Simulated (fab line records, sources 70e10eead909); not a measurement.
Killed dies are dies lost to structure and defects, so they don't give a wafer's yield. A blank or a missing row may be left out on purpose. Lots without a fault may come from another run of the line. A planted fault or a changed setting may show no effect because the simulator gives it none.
One fault seen from 2 desks | flow nand_harc | each desk has only its own numbers; what lay behind them comes last

THE DEFECT DESK
What the inspections along the route counted, lot by lot: means of the sampled wafers that have a number. A lot is out of limits, marked OUT, if its mean lies more than 4 standard deviations from the usual mean; the brackets give that distance.
Columns: A = raw_defect_count at NHARC_P_M2_INSPECT_27, usual 329
lot  | first seen here | A
L540 | day 7 02:38     | 298
L542 | day 7 17:50     | 362
L543 | day 8 09:23     | 332
L544 | day 8 12:25     | 276
L545 | day 9 08:08     | 291
L549 | day 10 23:25    | 4641 (+36) OUT
L551 | day 11 05:45    | 4617 (+36) OUT
L556 | day 13 23:26    | 448
L558 | day 14 10:49    | 312
L559 | day 14 16:10    | 555
L560 | day 15 04:41    | 267
L561 | day 15 19:57    | 340
L562 | day 15 22:42    | 289
This desk's finding: out of limits on L549, L551; first on L549, day 10 23:25 (raw_defect_count at NHARC_P_M2_INSPECT_27). In limits: L540, L542, L543, L544, L545, L556, L558, L559, L560, L561, L562.

THE TOOL OWNER'S DESK: cmp-04
The tool's own readings at NHARC_P_M2_CMP_23 (polishes, t overpolish 20 s, target thk 144.3 nm): means of the sampled wafers that have a number, for each lot that ran on this tool. A lot is out of limits, marked OUT, if its mean lies more than 4 standard deviations from the usual mean; the brackets give that distance.
Columns: A = motor_current_A at NHARC_P_M2_CMP_23, usual 12.4 A; B = time_to_endpoint_s at NHARC_P_M2_CMP_23, usual 28.3 s
lot  | first seen here | A    | B
L540 | day 7 02:11     | 12.8 | 25.3
L545 | day 9 07:43     | 12.9 | 24.0
L549 | day 10 22:56    | 13.2 | 37.7
L551 | day 11 05:15    | 13.1 | 37.1
L559 | day 14 15:42    | 12.9 | 25.5
L560 | day 15 04:15    | 12.8 | 25.2
L561 | day 15 19:28    | 12.6 | 24.9
This desk's finding: nothing out of limits on any of the 7 lots.

PUT TOGETHER
The defect desk could have raised an alarm at day 10 23:25, on L549, L551.
The tool owner's desk saw nothing out of limits.
The tool owner's desk has L549, L551 on record, within its limits.
Of the lots named, all ran NHARC_P_M2_CMP_23 on cmp-04.

WHAT THE SIMULATOR HAD PUT IN
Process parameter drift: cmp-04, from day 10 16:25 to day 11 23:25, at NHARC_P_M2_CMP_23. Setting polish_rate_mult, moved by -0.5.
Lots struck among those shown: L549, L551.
Hours from the fault's start to each desk's first reading out of limits: the defect desk, 7.
